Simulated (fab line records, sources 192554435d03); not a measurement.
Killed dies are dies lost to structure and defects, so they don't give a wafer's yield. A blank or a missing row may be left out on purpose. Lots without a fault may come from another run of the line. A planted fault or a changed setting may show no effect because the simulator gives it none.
fab line records | flow n5_finfet
record lots=7 wafers=21
route steps=1938 shown BEOL_M0_SAQP@640 BEOL_M0_CUTY@713 BEOL_M0@715 BEOL_M1@770 BEOL_M2@841
start_h: hours from the record's first day to the start of the lot's first wafer shown | wait_h: hours since the lot's step before | " the same as in the row above | L1.1+2: a row that stands for several wafers | - no value, or no start given | * or withheld: withheld | < > ~ a bound
route shown NAME@n: a module of which the file shows steps, and the number in the route of the first | usual: mean/standard deviation of fault-free wafers | same: alike in all rows | chamber/n: place in a boat | sites: the reading at each site | _std_site: their standard deviation | _edge_site: outer sites' mean less inner sites' | radius_mm: how far each site lies from the wafer's centre | mask NAME#n: copy n | behind: the tool/chamber that last shaped the wafer | hold: why the lot was held/for how many hours/how that ended | device: the transistor (n, p or np) that didn't switch | end of line: the same wafers' tests at the end of the route | a step without rows: its recipe alone | killed: dies lost to structure and defects at the first sort, not the wafer's yield | map: a wafer's dies, x killed, . not, _ none there
set.NAME: the setting as run; set.NAME@STEP: as run at that earlier step | model.NAME: the simulator's own value behind a step, which no gauge read
lots whose settings were changed on purpose; a table a step, a row a wafer
## steps
# step N5_BEOL_M0_SAQP_HM_DEP_111
# recipe material=SiO2 target_thk_a=120 temp_c=400 precursor=SiH4/N2O pressure_torr=0.75 rf_w=275 time_s=7.2
# columns lot.wafer tool chamber start_h wait_h set.time_s model.SiO2_of_BEOL_M0_SAQP_HM_DEP_111.thk_nm
L075.1+3 pecvd-03 1,2 114.64 0.0 7.2 11.8
L075.4 " 1 " " 7.758 12.8
L077.1 pecvd-01 0 125.35 0.0 6.148 10.2
L077.2 " 2 " " 7.2 12
L077.6 " 1 " " 7.2 12.2
L083.3 pecvd-03 1 162.75 0.0 8.134 13.6
L083.4+6 " 0,1 " " 7.2 12.2
L090.1 pecvd-02 2 205.64 0.0 6.563 10.6
L090.4 " 1 " " 6.563 11
L090.5 " 0 " " 7.2 11.8
L091.1 pecvd-03 0 211.09 0.0 7.2 11.8
L091.4+5 " 2,0 " " 8.18 13.6
L094.3 pecvd-01 0 226.03 0.0 7.2 12
L094.5 " 2 " " 7.2 12.4
L094.6 " 0 " " 7.2 12.2
L095.2 pecvd-02 0 234.20 0.0 6.523 10.8
L095.4 " 0 " " 7.2 12
L095.6 " 1 " " 6.523 11
# step N5_BEOL_M0_SAQP_COAT_81
# recipe resist=SOC temp_c=250 time_s=60 spin_rpm=1500 resist_thk_nm=100
# step N5_BEOL_M0_SAQP_COAT_82
# recipe resist=SiARC temp_c=220 time_s=60 spin_rpm=1500 resist_thk_nm=30
# step N5_BEOL_M0_SAQP_ETCH_84
# recipe chemistry=N2/H2 target=SOC target_depth_a=1000 overetch_a=200 mask_material=SiARC temp_c=40 time_s=150 ion_energy_ev=200 pressure_mtorr=30 source_w=840 bias_w=150 n2_flow_sccm=200 h2_flow_sccm=200
# step N5_BEOL_M0_SAQP_STRIP_80
# recipe chemistry=N2/H2 temp_c=40 n2_flow_sccm=200 h2_flow_sccm=200 rf_frequency_hz=6e+07
# step N5_BEOL_M0_SAQP_HM_OPEN_112
# recipe chemistry=CHF3/O2 target=SiO2 stop_on=a-Si target_depth_a=120 over_etch_frac=1.25 mask_material=SOC time_s=13.5 pressure_mtorr=30 source_w=650 bias_w=170 Ar_flow_sccm=200 CHF3_flow_sccm=50 O2_flow_sccm=5 ion_energy_ev=200 ends=end_point
# columns lot.wafer tool chamber start_h wait_h set.time_s@BEOL_M0_SAQP_HM_DEP_111 model.etch.depth_nm
L075.1 rie_diel-05 0 115.39 0.0 7.2 11.81
L075.3 " 2 " " 7.2 11.89
L075.4 " 1 " " 7.758 12.89
L077.1 rie_diel-06 2 126.00 0.0 6.148 10.25
L077.2 " 0 " " 7.2 11.93
L077.6 " 0 " " 7.2 12.29
L083.3 rie_diel-05 1 163.48 0.0 8.134 13.54
L083.4 " 0 " " 7.2 12.18
L083.6 " 3 " " 7.2 12.13
L090.1 rie_diel-05 1 206.37 0.0 6.563 10.61
L090.4 " 3 " " 6.563 10.96
L090.5 " 3 " " 7.2 11.87
L091.1 rie_diel-05 0 211.76 0.0 7.2 11.87
L091.4 " 2 " " 8.18 13.56
L091.5 " 3 " " 8.18 13.68
L094.3 rie_diel-05 0 226.63 0.0 7.2 12.09
L094.5 " 2 " " 7.2 12.45
L094.6 " 3 " " 7.2 12.14
L095.2 rie_diel-02 1 234.80 0.0 6.523 10.77
L095.4 " 0 " " 7.2 12.04
L095.6 " 1 " " 6.523 10.99
# step N5_BEOL_M0_CUTY_ETCH_63
# recipe chemistry=N2/H2 target=SOC target_depth_a=827 overetch_a=165 mask_material=SiARC temp_c=40 ion_energy_ev=200 time_s=124 pressure_mtorr=30 source_w=840 bias_w=150 n2_flow_sccm=200 h2_flow_sccm=200
# usual rf_vpp_V=525.1/2.8
# columns lot.wafer tool chamber start_h wait_h set.source_w rf_vpp_V
L075.1 rie_diel-01 1 121.31 0.0 840 528.4
L075.3 " 3 " " 840 524.5
L075.4 " 0 " " 840 523.6
L077.1 rie_diel-04 3 131.10 0.0 840 519.6
L077.2 " 2 " " 840 523.1
L077.6 " 3 " " 931.4 503.1
L083.3 rie_diel-04 2 168.80 0.0 840 525.2
L083.4 " 3 " " 840 520.1
L083.6 " 0 " " 840 523.7
L090.1 rie_diel-04 3 212.01 0.0 894.1 517.7
L090.4 " 2 " " 894.1 513.4
L090.5 " 0 " " 894.1 511.2
L091.1 rie_diel-03 2 217.08 0.0 840 519.6
L091.4 " 3 " " 973.2 499.6
L091.5 " 0 " " 840 523.1
L094.3 rie_diel-01 3 232.65 0.0 840 521.9
L094.5 " 3 " " 840 523.1
L094.6 " 0 " " 840 525.8
L095.2 rie_diel-01 0 241.22 0.0 840 524.1
L095.4 " 2 " " 966.7 503.9
L095.6 " 0 " " 966.7 500.2
# step N5_BEOL_M0_CUTY_STRIP_64
# recipe chemistry=N2/H2 temp_c=40 n2_flow_sccm=200 h2_flow_sccm=200 rf_frequency_hz=6e+07
# step N5_BEOL_M0_ETCH_138
# recipe chemistry=CH3F/O2 target_depth_a=120 target=SiCN time_s=31.6 ion_energy_ev=120 pressure_mtorr=30 source_w=395 bias_w=75 Ar_flow_sccm=150 CH3F_flow_sccm=30 O2_flow_sccm=20 ends=cleared
# columns lot.wafer tool chamber start_h wait_h set.source_w@BEOL_M0_CUTY_ETCH_63 model.SiO2_of_BEOL_M0_SAQP_SPACER2_ALD_26.thk_nm
L075.1+4 rie_diel-01 1,0 121.44 0.0 840 5.2
L075.3 " 3 " " 840 5
L077.1 rie_diel-04 3 131.22 0.0 840 5.2
L077.2 " 2 " " 840 5
L077.6 " 3 " " 931.4 4.8
L083.3+4+6 rie_diel-04 2,3,0 168.92 0.0 840 5.2
L090.1+4+5 rie_diel-04 3,2,0 212.13 0.0 894.1 4.8
L091.1 rie_diel-03 2 217.20 0.0 840 5.2
L091.4 " 3 " " 973.2 4.6
L091.5 " 0 " " 840 5
L094.3+5 rie_diel-01 3 232.77 0.0 840 5
L094.6 " 0 " " 840 5.2
L095.2 rie_diel-01 0 241.34 0.0 840 5
L095.4+6 " 2,0 " " 966.7 4.6
# step N5_BEOL_M0_HM_OPEN_105
# recipe chemistry=Cl2/BCl3 target_depth_a=120 target=TiN ion_energy_ev=150 pressure_mtorr=10 icp_w=1000 bias_w=126 Cl2_flow_sccm=53.25 bcl3_flow_sccm=21.75 Ar_flow_sccm=25
# columns lot.wafer tool chamber start_h wait_h set.source_w@BEOL_M0_CUTY_ETCH_63 model.SiO2_of_BEOL_M0_SAQP_SPACER2_ALD_26.thk_nm
L075.1+4 rie_metal-03 0,1 123.47 2.0 840 2.8
L075.3 " 0 " " 840 2.6
L077.1 rie_metal-03 1 134.74 3.5 840 2.8
L077.2 " 0 " " 840 2.6
L077.6 " 0 " " 931.4 2.4
L083.3+4+6 rie_metal-02 0,1,0 171.31 2.4 840 2.8
L090.1+4+5 rie_metal-03 0,1,0 214.39 2.2 894.1 2.4
L091.1 rie_metal-01 0 217.34 0.1 840 2.8
L091.4 " 0 " " 973.2 2
L091.5 " 0 " " 840 2.6
L094.3+5+6 rie_metal-03 0,1,0 235.26 2.4 840 2.6
L095.2 rie_metal-01 0 243.87 2.5 840 2.6
L095.4+6 " 0,1 " " 966.7 2.2
# step N5_BEOL_M0_TRENCH_ETCH_107
# recipe chemistry=C4F6/O2 target_depth_a=328 target=SiOC time_s=16.4 ion_energy_ev=250 pressure_mtorr=30 source_w=355 bias_w=185 Ar_flow_sccm=300 C4F6_flow_sccm=10 O2_flow_sccm=10
# columns lot.wafer tool chamber start_h wait_h set.target_depth_a model.BEOL_M0.feature_depth_nm
L075.1+3 rie_diel-03 2,0 123.97 0.0 328 32.8
L075.4 " 1 " " 328 33.2
L077.1 rie_diel-04 0 135.40 0.0 343.4 34
L077.2 " 2 " " 343.4 34.6
L077.6 " 2 " " 328 32.8
L083.3 rie_diel-01 0 172.25 0.0 328 33.2
L083.4 " 1 " " 328 33
L083.6 " 2 " " 309.4 31.4
L090.1 rie_diel-04 1 214.89 0.0 298.2 29.8
L090.4 " 3 " " 328 33.6
L090.5 " 0 " " 298.2 29.4
L091.1+5 rie_diel-01 1,3 218.11 0.0 328 33.2
L091.4 " 3 " " 328 33.4
L094.3+5 rie_diel-03 2 235.65 0.0 328 32.4
L094.6 " 3 " " 328 32.2
L095.2 rie_diel-01 3 244.55 0.0 328 33.4
L095.4 " 1 " " 328 33
L095.6 " 0 " " 328 32.6
# step N5_BEOL_M0_STRIP_142
# recipe chemistry=N2/H2 time_s=10 power_w=450 temp_c=40 pressure_mtorr=20 rf_frequency_hz=6e+07 bias_power_w=7 n2_flow_sccm=200 h2_flow_sccm=200
# step N5_BEOL_M0_OCD_MEAS_108
# usual trench_depth_nm=33.0/0.49
# columns lot.wafer tool chamber start_h wait_h set.target_depth_a@BEOL_M0_TRENCH_ETCH_107 trench_depth_nm
L075.1 ocd-01 - 124.07 0.1 328 33.0
L075.3 " - " " 328 33.2
L075.4 " - " " 328 33.4
L077.1 ocd-02 - 135.50 0.1 343.4 34.5
L077.2 " - " " 343.4 34.7
L077.6 " - " " 328 32.8
L083.3 ocd-01 - 172.36 0.1 328 33.6
L083.4 " - " " 328 32.9
L083.6 " - " " 309.4 31.4
L090.1 ocd-01 - 215.00 0.1 298.2 29.7
L090.4 " - " " 328 33.5
L090.5 " - " " 298.2 29.4
L091.1 ocd-02 - 218.21 0.1 328 33.4
L091.4 " - " " 328 33.7
L091.5 " - " " 328 33.0
L094.3 ocd-02 - 235.76 0.1 328 31.9
L094.5 " - " " 328 32.2
L094.6 " - " " 328 32.0
L095.2 ocd-01 - 244.66 0.1 328 33.3
L095.4 " - " " 328 33.0
L095.6 " - " " 328 32.2
# step N5_BEOL_M1_ETCH_64
# recipe chemistry=N2/H2 target=SOC target_depth_a=750 overetch_a=150 mask_material=SiARC temp_c=40 time_s=112.5 ion_energy_ev=200 pressure_mtorr=30 source_w=840 bias_w=150 n2_flow_sccm=200 h2_flow_sccm=200
# usual rf_vpp_V=523.9/2.3
# columns lot.wafer tool chamber start_h wait_h set.bias_w rf_vpp_V model.SiARC_of_BEOL_M1_COAT_62.thk_nm
L075.1 rie_diel-05 2 129.78 0.0 150 521.2 6.8
L075.3 " 1 " " 150 523.3 6.8
L075.4 " 1 " " 150 524.0 7
L077.1 rie_diel-02 2 140.04 0.0 168.9 565.9 5.8
L077.2 " 3 " " 150 523.0 6.6
L077.6 " 2 " " 150 524.5 6.6
L083.3 rie_diel-05 1 180.40 0.0 150 523.1 6.8
L083.4 " 3 " " 123.9 467.1 8
L083.6 " 1 " " 150 524.7 6.8
L090.1 rie_diel-02 1 222.45 0.0 150 527.4 6.8
L090.4 " 0 " " 173.4 574.7 5.8
L090.5 " 1 " " 173.4 579.3 5.8
L091.1 rie_diel-05 3 224.00 0.0 160 547.3 6.4
L091.4 " 0 " " 160 549.3 6.4
L091.5 " 1 " " 150 522.9 6.8
L094.3 rie_diel-02 1 244.93 0.0 150 526.9 6.6
L094.5 " 2 " " 150 524.5 6.6
L094.6 " 1 " " 150 527.9 6.6
L095.2 rie_diel-06 3 250.65 0.0 159 540.9 6.6
L095.4 " 0 " " 150 523.6 7
L095.6 " 1 " " 159 540.6 6.4
# step N5_BEOL_M2_ILD_DEP_00
# recipe material=SiOC target_thk_a=790 temp_c=350 precursor=DEMS/O2 pressure_torr=5 rf_w=500 time_s=15.3
# columns lot.wafer tool chamber start_h wait_h set.time_s model.SiOC_of_BEOL_M2_ILD_DEP_00.thk_nm
L075.1 pecvd-04 2 143.21 0.0 15.3 78.6
L075.3 " 1 " " 15.3 78.4
L075.4 " 1 " " 13.58 70.8
L077.1 pecvd-04 2 149.91 0.0 15.3 79.2
L077.2 " 1 " " 15.3 79
L077.6 " 2 " " 15.3 79.6
L083.3 pecvd-04 0 188.31 0.0 15.3 78.4
L083.4 " 1 " " 15.3 79
L083.6 " 2 " " 15.3 80.2
L090.1 pecvd-03 0 237.44 0.0 13.5 68.2
L090.4 " 0 " " 13.5 69.8
L090.5 " 0 " " 15.3 79.2
L091.1 pecvd-01 0 241.56 0.0 15.3 78.2
L091.4 " 2 " " 15.3 79.2
L091.5 " 0 " " 15.3 78.4
L094.3 pecvd-04 0 261.79 0.0 15.3 78
L094.5 " 0 " " 15.3 80.4
L094.6 " 1 " " 15.3 79.4
L095.2 pecvd-03 2 275.24 0.0 15.3 78
L095.4 " 2 " " 15.3 79.2
L095.6 " 0 " " 16.39 85.6
# step N5_BEOL_M2_THK_MEAS_01
# recipe reads=SiOC_of_BEOL_M2_ILD_DEP_00
# usual M2_ILD_THK=78.9/0.83
# columns lot.wafer tool chamber start_h wait_h set.time_s@BEOL_M2_ILD_DEP_00 M2_ILD_THK[nm]
L075.1 film_metro-01 - 143.28 0.0 15.3 78.6
L075.3 " - " " 15.3 78.5
L075.4 " - " " 13.58 70.8
L077.1 film_metro-01 - 149.97 0.0 15.3 79.2
L077.2 " - " " 15.3 78.9
L077.6 " - " " 15.3 79.7
L083.3 film_metro-01 - 188.38 0.1 15.3 78.4
L083.4 " - " " 15.3 79.0
L083.6 " - " " 15.3 80.1
L090.1 film_metro-01 - 237.58 0.1 13.5 68.3
L090.4 " - " " 13.5 69.9
L090.5 " - " " 15.3 79.2
L091.1 film_metro-01 - 241.63 0.0 15.3 78.1
L091.4 " - " " 15.3 79.3
L091.5 " - " " 15.3 78.5
L094.3 film_metro-02 - 261.86 0.1 15.3 78.0
L094.5 " - " " 15.3 80.4
L094.6 " - " " 15.3 79.4
L095.2 film_metro-01 - 275.31 0.1 15.3 78.1
L095.4 " - " " 15.3 79.1
L095.6 " - " " 16.39 85.6
# step N5_BEOL_M2_TRENCH_ETCH_37
# recipe chemistry=C4F6/O2 target_depth_a=555.55 target=SiOC time_s=29.2 ion_energy_ev=250 pressure_mtorr=30 source_w=355 bias_w=185 Ar_flow_sccm=300 C4F6_flow_sccm=10 O2_flow_sccm=10
# columns lot.wafer tool chamber start_h wait_h set.time_s model.etch.depth_nm model.BEOL_M2.feature_depth_nm model.TiN_of_BEOL_M2_HM_DEP_02.thk_nm
L075.1 rie_diel-04 2 - - 29.2 55.79 55.8 17.8
L075.3 " 3 " " 29.2 54.33 54.4 18
L075.4 " 0 " " 27.21 51.96 52 18
L077.1 rie_diel-04 1 - - 23.26 44.64 44.6 18
L077.2 " 3 " " 29.2 53.52 53.6 17.4
L077.6 " 1 " " 23.26 44.35 44.4 18
L083.3 rie_diel-04 0 - - 33.9 64.93 65 16.6
L083.4 " 2 " " 29.2 56.54 56.6 17.2
L083.6 " 2 " " 29.2 56.41 56.4 17.4
L090.1 rie_diel-03 3 - - 29.2 54.77 54.8 17.8
L090.4 " 2 " " 33.68 63.54 63.6 17.4
L090.5 " 2 " " 29.2 54.68 54.6 17.8
L091.1 rie_diel-04 3 - - 29.2 57.49 57.4 17.6
L091.4 " 0 " " 29.2 55.86 55.8 17.8
L091.5 " 1 " " 29.2 55.49 55.4 17.8
L094.3 rie_diel-01 2 - - 29.2 55.5 55.4 17.6
L094.5 " 1 " " 29.2 56.11 56.2 17.4
L094.6 " 2 " " 29.2 55.4 55.4 17.6
L095.2 rie_diel-04 1 - - 29.2 54.64 54.6 18
L095.4 " 2 " " 29.2 55.52 55.6 17.8
L095.6 " 0 " " 29.2 55.63 55.6 17.8
# step N5_BEOL_M2_ETCH_41
# recipe chemistry=CH3F/O2 target=SiCN target_depth_a=299 taper_deg=2 time_s=52.5 ion_energy_ev=120 mask_material=TiN pressure_mtorr=30 source_w=395 bias_w=75 Ar_flow_sccm=150 CH3F_flow_sccm=30 O2_flow_sccm=20
# step N5_BEOL_M2_STRIP_97
# recipe chemistry=N2/H2 time_s=10 power_w=450 temp_c=40 pressure_mtorr=20 rf_frequency_hz=6e+07 bias_power_w=7 n2_flow_sccm=200 h2_flow_sccm=200
# step N5_BEOL_M2_OCD_MEAS_38
# usual trench_depth_nm=55.8/0.75
# columns lot.wafer tool chamber start_h wait_h set.time_s@BEOL_M2_TRENCH_ETCH_37 trench_depth_nm
L075.1 ocd-02 - 151.71 - 29.2 56.3
L075.3 " - " " 29.2 54.4
L075.4 " - " " 27.21 51.9
L077.1 ocd-01 - 171.66 - 23.26 44.6
L077.2 " - " " 29.2 53.3
L077.6 " - " " 23.26 44.3
L083.3 ocd-02 - 201.26 - 33.9 65.2
L083.4 " - " " 29.2 56.7
L083.6 " - " " 29.2 56.5
L090.1 ocd-01 - 246.17 - 29.2 54.4
L090.4 " - " " 33.68 63.7
L090.5 " - " " 29.2 54.9
L091.1 ocd-01 - 246.24 - 29.2 57.9
L091.4 " - " " 29.2 55.5
L091.5 " - " " 29.2 55.7
L094.3 ocd-01 - 274.34 - 29.2 55.4
L094.5 " - " " 29.2 55.9
L094.6 " - " " 29.2 55.8
L095.2 ocd-01 - 291.81 - 29.2 54.8
L095.4 " - " " 29.2 55.6
L095.6 " - " " 29.2 55.0
# step N5_BEOL_M2_HM_STRIP_39
# recipe chemistry=peroxide_tin_strip material=TiN target_depth_a=250 temp_c=50 time_s=158
# step N5_BEOL_M2_SRD_40
# recipe time_s=30 temp_c=23 rinse_liquid=diw dry=ipa_marangoni
# step N5_BEOL_M2_ECD_50
# recipe material=Cu target_thk_a=3000
# step N5_BEOL_M2_ANNEAL_51
# recipe temp_c=225 time_s=90 ambient=N2
# step N5_BEOL_M2_CMP_52
# recipe stop_on=SiOC t_overpolish_s=6.8 down_force_psi=1 platen_rpm=50 clearing_platen_down_force_psi=1.5 clearing_platen_rpm=50 post_cmp_clean=cu_alkaline target_thk_nm=40 clearing_platen_pad_velocity_m_s=0.99484 pad_velocity_m_s=0.99484
# columns lot.wafer tool chamber start_h wait_h set.time_s@BEOL_M2_TRENCH_ETCH_37 model.Cu_of_BEOL_M2_ECD_50.thk_nm
L075.4 cmp-03 2 156.72 0.3 27.21 35.8
L075.1 " 3 " " 29.2 39.4
L075.3 " 0 " " 29.2 38.8
L077.2 cmp-04 0 176.95 0.2 29.2 38.6
L077.1 " 2 " " 23.26 29.4
L077.6 " 0 " " 23.26 28.6
L083.3 cmp-03 1 204.83 0.2 33.9 48.4
L083.4 " 3 " " 29.2 41
L083.6 " 2 " " 29.2 39.8
L090.4 cmp-01 2 250.04 0.6 33.68 48.2
L090.1 " 1 " " 29.2 39
L090.5 " 3 " " 29.2 40.2
L091.4 cmp-04 0 252.77 2.8 29.2 41.6
L091.1 " 2 " " 29.2 44.4
L091.5 " 0 " " 29.2 40.2
L094.3 cmp-04 2 278.96 0.2 29.2 41.8
L094.5 " 0 " " 29.2 42.4
L094.6 " 1 " " 29.2 41
L095.4 cmp-04 3 296.37 0.6 29.2 43
L095.2 " 2 " " 29.2 41
L095.6 " 3 " " 29.2 41.6
# step N5_BEOL_M2_THK_MEAS_53
# recipe thk_meas_gauge=xrf reads=Cu_of_BEOL_M2_ECD_50
# usual M2_THK=40.9/1.3
# columns lot.wafer tool chamber start_h wait_h set.time_s@BEOL_M2_TRENCH_ETCH_37 M2_THK[nm]
L075.1 film_metro-02 - 157.02 - 29.2 39.8
L075.3 " - " " 29.2 38.9
L075.4 " - " " 27.21 36.0
L077.1 film_metro-01 - 177.25 - 23.26 29.7
L077.2 " - " " 29.2 39.0
L077.6 " - " " 23.26 28.9
L083.3 film_metro-02 - 205.12 - 33.9 48.8
L083.4 " - " " 29.2 41.3
L083.6 " - " " 29.2 40.2
L090.1 film_metro-02 - 250.34 - 29.2 39.3
L090.4 " - " " 33.68 48.3
L090.5 " - " " 29.2 40.3
L091.1 film_metro-01 - 253.03 - 29.2 44.7
L091.4 " - " " 29.2 41.9
L091.5 " - " " 29.2 40.6
L094.3 film_metro-01 - 279.18 - 29.2 41.9
L094.5 " - " " 29.2 42.6
L094.6 " - " " 29.2 40.8
L095.2 film_metro-02 - 296.67 - 29.2 41.3
L095.4 " - " " 29.2 43.0
L095.6 " - " " 29.2 41.8
# step N5_BEOL_M2_PRE_CLEAN_60
# recipe gas=NH3/H2 time_s=15 temp_c=* rf_power_w=300
# step N5_BEOL_M2_CO_CAP_55
# recipe material=Co target_thk_a=20 temp_c=200 precursor=CCTBA/H2 pressure_torr=30 time_s=102.1
# step N5_BEOL_M2_PRE_CLEAN_56
# recipe gas=NH3 time_s=15 temp_c=withheld rf_power_w=300
# step N5_BEOL_M2_DEP_57
# recipe material=SiCN target_thk_a=80 temp_c=withheld precursor=3MS/NH3 pressure_torr=3 rf_w=202 time_s=14
# step N5_BEOL_M2_RS_MEAS_58
# recipe thk_meas_gauge=four-point-probe reads=Co_of_BEOL_M2_CO_CAP_55+Cu_of_BEOL_M2_ECD_50+Co_of_BEOL_M2_CVD_47+TaN_of_BEOL_M2_ALD_84
# usual M2_RS=0.657/0.025
# columns lot.wafer tool chamber start_h wait_h set.time_s@BEOL_M2_TRENCH_ETCH_37 M2_RS[ohm/sq]
L075.1 film_metro-01 - 157.37 0.0 29.2 0.683
L075.3 " - " " 29.2 0.697
L075.4 " - " " 27.21 0.772
L077.1 film_metro-01 - 177.51 0.0 23.26 1.003
L077.2 " - " " 29.2 0.700
L077.6 " - " " 23.26 1.039
L083.3 film_metro-01 - 205.38 0.1 33.9 0.525
L083.4 " - " " 29.2 0.648
L083.6 " - " " 29.2 0.673
L090.1 film_metro-02 - 253.33 0.1 29.2 0.689
L090.4 " - " " 33.68 0.529
L090.5 " - " " 29.2 0.665
L091.1 film_metro-02 - 253.52 0.0 29.2 0.586
L091.4 " - " " 29.2 0.636
L091.5 " - " " 29.2 0.663
L094.3 film_metro-02 - 279.49 0.1 29.2 0.632
L094.5 " - " " 29.2 0.621
L094.6 " - " " 29.2 0.648
L095.2 film_metro-01 - 297.05 0.1 29.2 0.647
L095.4 " - " " 29.2 0.610
L095.6 " - " " 29.2 0.635
## key
split step=N5_BEOL_M0_SAQP_HM_DEP_111 setting=time_s stated=7.2 by=wafer
response step=N5_BEOL_M0_SAQP_HM_DEP_111 reading=model.SiO2_of_BEOL_M0_SAQP_HM_DEP_111.thk_nm change=+0.123 per=1% r=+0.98
response step=N5_BEOL_M0_SAQP_HM_OPEN_112 reading=model.etch.depth_nm change=+0.123 per=1% r=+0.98
split step=N5_BEOL_M0_CUTY_ETCH_63 setting=source_w stated=840 by=wafer
response step=N5_BEOL_M0_CUTY_ETCH_63 reading=rf_vpp_V change=-1.47 per=1% r=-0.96
response step=N5_BEOL_M0_ETCH_138 reading=model.SiO2_of_BEOL_M0_SAQP_SPACER2_ALD_26.thk_nm change=-0.0288 per=1% r=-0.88
response step=N5_BEOL_M0_HM_OPEN_105 reading=model.SiO2_of_BEOL_M0_SAQP_SPACER2_ALD_26.thk_nm change=-0.0341 per=1% r=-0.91
split step=N5_BEOL_M0_TRENCH_ETCH_107 setting=target_depth_a stated=328 by=wafer
response step=N5_BEOL_M0_TRENCH_ETCH_107 reading=model.BEOL_M0.feature_depth_nm change=+0.388 per=1% r=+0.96
response step=N5_BEOL_M0_OCD_MEAS_108 reading=trench_depth_nm change=+0.403 per=1% r=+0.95
split step=N5_BEOL_M1_ETCH_64 setting=bias_w stated=150 by=wafer
response step=N5_BEOL_M1_ETCH_64 reading=rf_vpp_V change=+3.27 per=1% r=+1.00
response step=N5_BEOL_M1_ETCH_64 reading=model.SiARC_of_BEOL_M1_COAT_62.thk_nm change=-0.0665 per=1% r=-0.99
split step=N5_BEOL_M2_ILD_DEP_00 setting=time_s stated=15.3 by=wafer
response step=N5_BEOL_M2_ILD_DEP_00 reading=model.SiOC_of_BEOL_M2_ILD_DEP_00.thk_nm change=+0.813 per=1% r=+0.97
response step=N5_BEOL_M2_THK_MEAS_01 reading=M2_ILD_THK change=+0.815 per=1% r=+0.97
split step=N5_BEOL_M2_TRENCH_ETCH_37 setting=time_s stated=29.2 by=wafer
response step=N5_BEOL_M2_TRENCH_ETCH_37 reading=model.etch.depth_nm change=+0.499 per=1% r=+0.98
response step=N5_BEOL_M2_TRENCH_ETCH_37 reading=model.BEOL_M2.feature_depth_nm change=+0.502 per=1% r=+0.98
response step=N5_BEOL_M2_TRENCH_ETCH_37 reading=model.TiN_of_BEOL_M2_HM_DEP_02.thk_nm change=-0.0317 per=1% r=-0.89
response step=N5_BEOL_M2_OCD_MEAS_38 reading=trench_depth_nm change=+0.501 per=1% r=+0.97
response step=N5_BEOL_M2_CMP_52 reading=model.Cu_of_BEOL_M2_ECD_50.thk_nm change=+0.501 per=1% r=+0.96
response step=N5_BEOL_M2_THK_MEAS_53 reading=M2_THK change=+0.502 per=1% r=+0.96
response step=N5_BEOL_M2_RS_MEAS_58 reading=M2_RS change=-0.0121 per=1% r=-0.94
